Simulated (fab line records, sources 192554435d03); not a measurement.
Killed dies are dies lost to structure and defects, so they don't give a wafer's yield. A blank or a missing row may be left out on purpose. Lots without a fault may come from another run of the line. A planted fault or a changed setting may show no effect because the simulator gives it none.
fab line records | flow n5_finfet
record lots=10 wafers=28 last_day=17
route steps=1938 shown BEOL_M2@918 BEOL_M4@1111 PASSIVATION@1936
lots that met no fault: from a run of the same line without faults
start_h: hours from the record's first day to the start of the lot's first wafer shown | wait_h: hours since the lot's step before | " the same as in the row above | L1.1+2: a row that stands for several wafers | - no value, or no start given | * or withheld: withheld | < > ~ a bound
route shown NAME@n: a module of which the file shows steps, and the number in the route of the first | usual: mean/standard deviation of fault-free wafers | same: alike in all rows | chamber/n: place in a boat | sites: the reading at each site | _std_site: their standard deviation | _edge_site: outer sites' mean less inner sites' | radius_mm: how far each site lies from the wafer's centre | mask NAME#n: copy n | behind: the tool/chamber that last shaped the wafer | hold: why the lot was held/for how many hours/how that ended | device: the transistor (n, p or np) that didn't switch | end of line: the same wafers' tests at the end of the route | a step without rows: its recipe alone | killed: dies lost to structure and defects at the first sort, not the wafer's yield | map: a wafer's dies, x killed, . not, _ none there
set.NAME: the setting as run; set.NAME@STEP: as run at that earlier step | model.NAME: the simulator's own value behind a step, which no gauge read
steps of the route over a sample of lots; a table a step, a row a wafer
services: from which hour (start_h, from the record's first day; less than 0 if before it) a tool's chamber was out of use, for how many hours, and why
## steps
# step N5_BEOL_M2_SPUTTER_94
# recipe material=Cu target_thk_a=45 temp_c=-20 chamber_pressure_pa=0.07 power_w=withheld time_s=8.29
# usual substrate_temp_c=-19.98/0.096 throttle_valve_pct=29.6/1.1
# columns lot.wafer tool chamber start_h wait_h substrate_temp_c throttle_valve_pct
L383.1 pvd_sputter-02 - 143.28 0.1 -19.95 29.5
L383.2 " - " " -20.00 29.2
L383.3 " - " " -20.01 30.4
L384.2 pvd_sputter-01 - 146.95 0.1 -20.06 28.6
L384.5 " - " " -20.08 28.9
L384.6 " - " " -19.99 30.5
L387.2 pvd_sputter-03 - 172.17 0.1 -20.04 28.0
L387.3 " - " " -20.01 31.6
L387.4 " - " " -20.00 31.5
L392.4 pvd_sputter-03 - 199.84 0.1 -20.07 28.0
L392.6 " - " " -19.92 31.4
L394.5 pvd_sputter-01 - 204.64 0.0 -20.01 28.5
L394.6 " - " " -19.85 30.8
L400.2 pvd_sputter-01 - 252.44 0.1 -19.86 30.9
L400.3 " - " " -19.96 29.4
L400.5 " - " " -19.89 28.8
L403.1 pvd_sputter-01 - 266.17 0.1 -20.22 28.9
L403.3 " - " " -20.03 28.8
L403.5 " - " " -19.95 30.4
L404.3 pvd_sputter-01 - 273.27 0.1 -20.11 30.9
L404.4 " - " " -20.06 28.8
L404.5 " - " " -20.01 28.9
L405.3 pvd_sputter-01 - 282.16 0.1 -19.96 28.6
L405.5 " - " " -19.85 28.8
L405.6 " - " " -19.95 30.8
L406.1 pvd_sputter-03 - 288.63 0.1 -20.03 27.9
L406.3 " - " " -20.02 29.7
L406.5 " - " " -20.05 29.4
# step N5_BEOL_M2_ANNEAL_95
# recipe temp_c=400 time_s=240 ambient=vacuum
# usual heater_power_w=825/83
# columns lot.wafer tool chamber start_h wait_h heater_power_w
L383.1 pvd_sputter-02 - 143.36 0.0 896
L383.2 " - " " 713
L383.3 " - " " 739
L384.2 pvd_sputter-01 - 147.03 0.0 806
L384.5 " - " " 863
L384.6 " - " " 828
L387.2 pvd_sputter-03 - 172.25 0.0 754
L387.3 " - " " 789
L387.4 " - " " 788
L392.4 pvd_sputter-03 - 199.92 0.0 767
L392.6 " - " " 774
L394.5 pvd_sputter-01 - 204.75 0.1 832
L394.6 " - " " 841
L400.2 pvd_sputter-01 - 252.52 0.0 834
L400.3 " - " " 779
L400.5 " - " " 781
L403.1 pvd_sputter-01 - 266.25 0.0 827
L403.3 " - " " 783
L403.5 " - " " 827
L404.3 pvd_sputter-01 - 273.35 0.0 845
L404.4 " - " " 841
L404.5 " - " " 780
L405.3 pvd_sputter-01 - 282.24 0.0 832
L405.5 " - " " 858
L405.6 " - " " 821
L406.1 pvd_sputter-03 - 288.71 0.0 791
L406.3 " - " " 1047
L406.5 " - " " 1066
# step N5_BEOL_M2_PRE_CLEAN_60
# recipe gas=NH3/H2 time_s=15 temp_c=* rf_power_w=300
# usual heater_power_outer_w=22/13 heater_power_w=87/25
# columns lot.wafer tool chamber start_h wait_h heater_power_outer_w heater_power_w since_wet_clean_h
L383.1 cvd_co-02 0 144.38 0.0 43 124 686
L383.2 " 2 " " 15 70 226
L383.3 " 1 " " 12 70 1123
L384.2 cvd_co-02 1 148.04 0.0 12 70 1127
L384.5 " 0 " " 43 122 -
L384.6 " 1 " " 12 69 -
L387.2 cvd_co-02 2 173.44 0.0 15 70 255
L387.3 " 0 " " 44 127 715
L387.4 " 0 " " 43 126 -
L392.4 cvd_co-02 0 201.17 0.1 45 129 -
L392.6 " 2 " " 15 69 -
L394.5 cvd_co-02 0 206.08 0.1 45 126 -
L394.6 " 2 " " 15 69 -
L400.2 cvd_co-01 1 253.49 0.0 20 92 117
L400.3 " 2 " " 22 85 554
L400.5 " 2 " " 22 84 -
L403.1 cvd_co-02 1 267.21 0.0 12 68 1246
L403.3 " 0 " " 46 132 809
L403.5 " 0 " " 44 130 -
L404.3 cvd_co-01 0 274.31 0.0 10 66 1034
L404.4 " 0 " " 9 65 -
L404.5 " 2 " " 22 85 -
L405.3 cvd_co-01 2 283.20 0.0 22 86 584
L405.5 " 0 " " 10 66 -
L405.6 " 1 " " 20 90 -
L406.1 cvd_co-02 1 289.67 0.0 12 70 1268
L406.3 " 2 " " 16 71 372
L406.5 " 2 " " 16 71 -
# step N5_BEOL_M2_CO_CAP_55
# recipe material=Co target_thk_a=20 temp_c=200 precursor=CCTBA/H2 pressure_torr=30 time_s=102.1
# usual chamber_pressure_Torr=30.01/0.071 heater_power_outer_w=126/17 heater_power_w=239/31 run_length_s=125.0/0.43
# columns lot.wafer tool chamber start_h wait_h chamber_pressure_Torr heater_power_outer_w heater_power_w run_length_s since_wet_clean_h
L383.1 cvd_co-02 0 144.42 0.0 30.03 153 290 125.4 686
L383.2 " 2 " " 30.04 119 221 124.7 226
L383.3 " 1 " " 29.87 113 220 125.1 1123
L384.2 cvd_co-02 1 148.08 0.0 30.06 114 228 125.0 1127
L384.5 " 0 " " 30.00 150 295 125.0 -
L384.6 " 1 " " 29.96 114 216 124.7 -
L387.2 cvd_co-02 2 173.48 0.0 30.05 117 215 124.6 255
L387.3 " 0 " " 29.98 155 288 124.6 715
L387.4 " 0 " " 30.00 150 294 125.2 -
L392.4 cvd_co-02 0 201.23 0.0 30.01 154 288 124.7 -
L392.6 " 2 " " 30.01 117 212 85.5 -
L394.5 cvd_co-02 0 206.13 0.0 30.00 153 281 85.1 -
L394.6 " 2 " " 30.10 119 221 85.3 -
L400.2 cvd_co-01 1 253.53 0.0 29.99 122 239 124.8 117
L400.3 " 2 " " 29.90 126 238 126.1 554
L400.5 " 2 " " 29.99 125 237 126.0 -
L403.1 cvd_co-02 1 267.25 0.0 30.09 113 218 124.8 1246
L403.3 " 0 " " 30.05 151 289 124.9 809
L403.5 " 0 " " 29.97 157 291 125.2 -
L404.3 cvd_co-01 0 274.35 0.0 30.03 110 211 124.8 1034
L404.4 " 0 " " 30.02 111 216 124.4 -
L404.5 " 2 " " 29.95 124 236 125.5 -
L405.3 cvd_co-01 2 283.24 0.0 29.97 126 241 125.7 584
L405.5 " 0 " " 29.91 109 214 124.2 -
L405.6 " 1 " " 30.02 122 240 125.2 -
L406.1 cvd_co-02 1 289.71 0.0 29.98 110 213 125.5 1268
L406.3 " 2 " " 29.94 118 223 125.0 372
L406.5 " 2 " " 30.01 117 218 124.8 -
# step N5_BEOL_M4_RC_MEAS_101
# usual DIBL_N=36.0/1.7 DIBL_P=35.8/2 IOFF_N=0.15/0.03 IOFF_P=0.20/0.037 ION_N=670/12 ION_P=460/7.2 SS_N=71.5/0.68 SS_P=73.2/0.65 VT_N=250/3.1 VT_P=-251/3.4
# columns lot.wafer tool chamber start_h wait_h DIBL_N[mV/V] DIBL_P[mV/V] IOFF_N[nA/um] IOFF_P[nA/um] ION_N[uA/um] ION_P[uA/um] SS_N[mV/dec] SS_P[mV/dec] VT_N[mV] VT_P[mV]
L384.2 prober-01 0 175.62 0.2 36.4 35.4 0.16 0.20 664 456 71.6 73.0 250 -251
L384.5 " 0 " " 34.2 31.6 0.11 0.16 655 455 70.5 72.0 256 -256
L384.6 " 0 " " 34.7 32.5 0.13 0.16 662 454 71.2 72.5 253 -257
L383.1 prober-01 0 178.10 0.0 36.0 37.1 0.17 0.24 684 471 71.4 73.4 249 -247
L383.2 " 0 " " 37.1 37.0 0.18 0.23 682 464 71.3 73.3 248 -248
L383.3 " 0 " " 36.7 36.6 0.18 0.23 669 467 71.6 73.3 249 -247
L387.2 prober-01 0 195.43 0.2 39.0 38.2 0.22 0.31 669 465 72.4 75.0 244 -240
L387.3 " 0 " " 39.3 38.9 0.23 0.33 663 463 72.1 74.9 244 -241
L387.4 " 0 " " 34.0 32.5 0.12 0.20 657 464 70.2 72.8 250 -246
L392.4 prober-02 0 231.61 0.5 35.6 35.0 0.16 0.23 691 471 71.1 73.6 248 -247
L392.6 " 0 " " 36.9 34.9 0.18 0.23 671 458 72.4 73.5 250 -247
L394.5 prober-01 0 244.23 0.6 37.1 35.8 0.15 0.21 674 468 72.0 72.4 251 -251
L394.6 " 0 " " 38.4 37.2 0.17 0.24 674 468 71.9 74.4 250 -248
L400.2 prober-02 0 282.10 0.2 34.7 33.5 0.13 0.19 671 460 71.4 72.2 252 -249
L400.3 " 0 " " 36.5 35.0 0.15 0.22 647 448 72.0 72.6 251 -247
L400.5 " 0 " " 36.4 35.7 0.15 0.22 658 456 71.8 72.8 251 -247
L404.3 prober-01 0 298.28 0.3 37.4 37.8 0.17 0.21 682 463 72.0 74.5 251 -251
L404.4 " 0 " " 35.4 36.2 0.14 0.18 659 457 71.1 73.8 254 -253
L404.5 " 0 " " 34.9 35.6 0.13 0.17 657 461 71.0 73.4 253 -256
L403.1 prober-02 0 299.09 0.0 34.7 33.9 0.13 0.18 664 454 70.7 73.4 252 -249
L403.3 " 0 " " 37.6 37.7 0.17 0.24 684 467 71.3 73.3 249 -249
L403.5 " 0 " " 34.3 33.2 0.12 0.17 653 452 70.4 72.3 250 -254
L405.3 prober-02 0 305.41 0.3 34.7 33.1 0.14 0.17 671 462 71.1 72.5 248 -253
L405.5 " 0 " " 35.7 35.3 0.15 0.20 684 465 70.8 73.3 247 -252
L405.6 " 0 " " 37.3 35.7 0.17 0.21 665 457 71.3 72.6 248 -250
L406.1 prober-02 0 317.11 0.0 36.1 37.4 0.16 0.21 685 467 71.8 73.0 251 -252
L406.3 " 0 " " 32.9 33.9 0.12 0.17 672 457 70.4 72.3 252 -252
L406.5 " 0 " " 36.1 37.3 0.16 0.20 681 460 71.1 73.9 249 -253
# step N5_PASSIVATION_PROBE_49
# usual defect_limited_yield=91.4/1.5 killed_at_M0_to_M3=32/9.8 killed_at_M4_up=15/5.6 killed_at_contacts=12/5.4 killed_at_front_end=40/13 killed_at_other=3.0/2.1 killed_dies=102/17 killed_open=67/13 killed_short=32/7.1 sort_bin_5_function=5.1/0.96 sort_bin_6_memory=3.2/0.7 sort_n_pass=1078/18 sort_yield_pct=91.3/1.5
# same gross_dies=1180 killed_at_back_side=0 sort_bin_4_leakage[%]=0 sort_bin_8_speed[%]=0
# columns lot.wafer tool chamber start_h wait_h defect_limited_yield[%] killed_at_M0_to_M3 killed_at_M4_up killed_at_contacts killed_at_front_end killed_at_other killed_dies killed_open killed_short sort_bin_5_function[%] sort_bin_6_memory[%] sort_n_pass sort_yield_pct[%]
L383.1 prober-01 - 287.99 0.0 90.8 36 11 15 44 3 109 78 27 6.1 3.1 1071 90.8
L383.2 prober-01 - 288.04 0.1 92.1 17 28 15 32 1 93 66 26 5.0 2.5 1087 92.1
L383.3 prober-01 - 288.09 0.1 92.0 32 9 20 31 2 94 59 34 5.5 2.0 1086 92.0
L387.2 prober-01 - 312.35 0.1 92.5 30 23 6 29 1 89 58 30 5.0 2.4 1091 92.5
L387.3 prober-01 - 312.40 0.1 92.9 21 25 8 28 2 84 53 25 4.8 2.3 1096 92.9
L387.4 prober-01 - 312.45 0.2 93.2 23 17 3 37 0 80 55 18 3.4 3.0 1100 93.2
L394.5 prober-02 - 352.60 0.2 92.8 26 13 11 32 3 85 54 30 4.7 2.3 1095 92.8
L394.6 prober-02 - 352.65 0.3 93.7 18 15 15 25 1 74 41 31 3.5 2.5 1106 93.7
L400.2 prober-02 - 393.88 0.1 93.8 22 8 3 37 3 73 44 29 3.3 2.7 1107 93.8
L400.3 prober-02 - 393.93 0.1 93.2 24 12 19 25 0 80 57 21 3.2 3.6 1100 93.2
L400.5 prober-02 - 394.03 0.2 93.0 35 11 17 19 1 83 47 33 4.1 3.0 1097 93.0
# killed by level:class
L383.1 STI_FIN_REVEAL:geometric_particle:open=14 MOL_CONTACT_COAG:geometric_particle:open=13 BEOL_M0_SAQP:geometric_particle:open=12 FIN_SAQP:geometric_particle:open=9 BEOL_M0_SAQP:geometric_particle:short=7 BEOL_M2:geometric_particle:open=5 BEOL_M3:geometric_particle:open=5 ILD0:geometric_particle:open=4
L383.2 BEOL_M4:geometric_particle:open=20 MOL_CONTACT_COAG:geometric_particle:open=12 STI_FIN_REVEAL:geometric_particle:open=10 BEOL_M0_SAQP:geometric_particle:short=5 STARTING-WAFER:geometric_particle:open=5 GATE_CUT:geometric_particle:open=3 MOL_CONTACT_COAG:geometric_particle:short=3 BEOL_M1:geometric_particle:open=3
L383.3 MOL_CONTACT_COAG:geometric_particle:open=11 BEOL_M0_SAQP:geometric_particle:open=11 STI_FIN_REVEAL:geometric_particle:open=8 BEOL_M0_SAQP:geometric_particle:short=8 MOL_CONTACT_COAG:geometric_particle:short=8 GATE_CUT:geometric_particle:short=7 BEOL_M3:geometric_particle:open=6 FIN_SAQP:geometric_particle:open=3
L387.2 BEOL_M4:geometric_particle:open=16 BEOL_M3:geometric_particle:open=9 BEOL_M1:geometric_particle:open=7 STARTING-WAFER:geometric_particle:short=6 STI_FIN_REVEAL:geometric_particle:open=5 MOL_CONTACT_COAG:geometric_particle:open=5 BEOL_M0_SAQP:geometric_particle:short=5 BEOL_M4:geometric_particle:short=5
L387.3 BEOL_M4:geometric_particle:open=13 MOL_CONTACT_COAG:geometric_particle:open=8 GATE_CUT:geometric_particle:short=6 BEOL_M0_SAQP:geometric_particle:open=6 FIN_CUT:geometric_particle:short=4 GATE_CUT:geometric_particle:open=4 BEOL_M0_SAQP:geometric_particle:short=4 BEOL_M1:geometric_particle:open=3
L387.4 BEOL_M4:geometric_particle:open=9 BEOL_M3:geometric_particle:open=6 BEOL_M2:geometric_particle:open=5 FIN_SAQP:geometric_particle:open=4 FIN_CUT:geometric_particle:open=4 STI_FIN_REVEAL:geometric_particle:open=4 HKMG_FIN:area_etch=4 FIN_SAQP:geometric_particle:short=3
L394.5 BEOL_M0_SAQP:geometric_particle:short=12 MOL_CONTACT_COAG:geometric_particle:open=8 STI_FIN_REVEAL:geometric_particle:open=7 GATE_CUT:geometric_particle:open=7 GATE_CUT:geometric_particle:short=6 STARTING-WAFER:geometric_particle:open=5 BEOL_M0_SAQP:geometric_particle:open=4 BEOL_M8:geometric_particle:open=3
L394.6 MOL_CONTACT_COAG:geometric_particle:open=11 GATE_CUT:geometric_particle:short=7 FIN_SAQP:geometric_particle:short=5 BEOL_M1:geometric_particle:open=5 BEOL_M0_SAQP:geometric_particle:short=5 MOL_CONTACT_COAG:geometric_particle:short=4 BEOL_M4:geometric_particle:open=4 BEOL_M5:geometric_particle:open=4
L400.2 FIN_SAQP:geometric_particle:short=6 BEOL_M2:geometric_particle:open=5 STI_FIN_REVEAL:geometric_particle:open=4 DUMMY_GATE:geometric_particle:open=4 ILD0:geometric_particle:short=4 GATE_CUT:geometric_particle:short=4 BEOL_M0_SAQP:geometric_particle:short=4 BEOL_M2:geometric_particle:short=4
L400.3 MOL_CONTACT_COAG:geometric_particle:open=15 FIN_SAQP:geometric_particle:open=7 BEOL_M2:geometric_particle:open=6 STI_FIN_REVEAL:geometric_particle:open=5 BEOL_M0_SAQP:geometric_particle:open=5 MOL_CONTACT_COAG:geometric_particle:short=4 BEOL_M0_SAQP:geometric_particle:short=4 BEOL_M3:geometric_particle:open=4
L400.5 MOL_CONTACT_COAG:geometric_particle:open=10 BEOL_M2:geometric_particle:open=9 BEOL_M1:geometric_particle:open=7 MOL_CONTACT_COAG:geometric_particle:short=7 BEOL_M3:geometric_particle:open=5 BEOL_M0:geometric_particle:open=4 BEOL_M1:geometric_particle:short=4 STARTING-WAFER:geometric_particle:open=4
## services
# columns tool chamber start_h hours kind
cvd_co-01 - 161.67 2.8 pm
cvd_co-01 - 184.46 0.6 repair
pvd_sputter-02 - 200.34 4.0 repair
## key
first_sign step=N5_BEOL_M2_CO_CAP_55 reading=run_length_s direction=down sigmas=92 usual=* struck=*
effect none on later readings
met_at N5_BEOL_M2_CO_CAP_55
struck_lots L392,L394
struck_wafers L392.6,L394.5,L394.6
not_acting_at N5_BEOL_M2_SPUTTER_94,N5_BEOL_M2_ANNEAL_95,N5_BEOL_M2_PRE_CLEAN_60
onset_between 173.48 201.23
fault kind=process_parameter_drift tool=cvd_co-02 chamber=- onset_h=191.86 steps=N5_BEOL_M2_CO_CAP_55 channel=time_s offset=* shape=step end_h=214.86 scope=struck_wafers_only acts_in=* stated=*
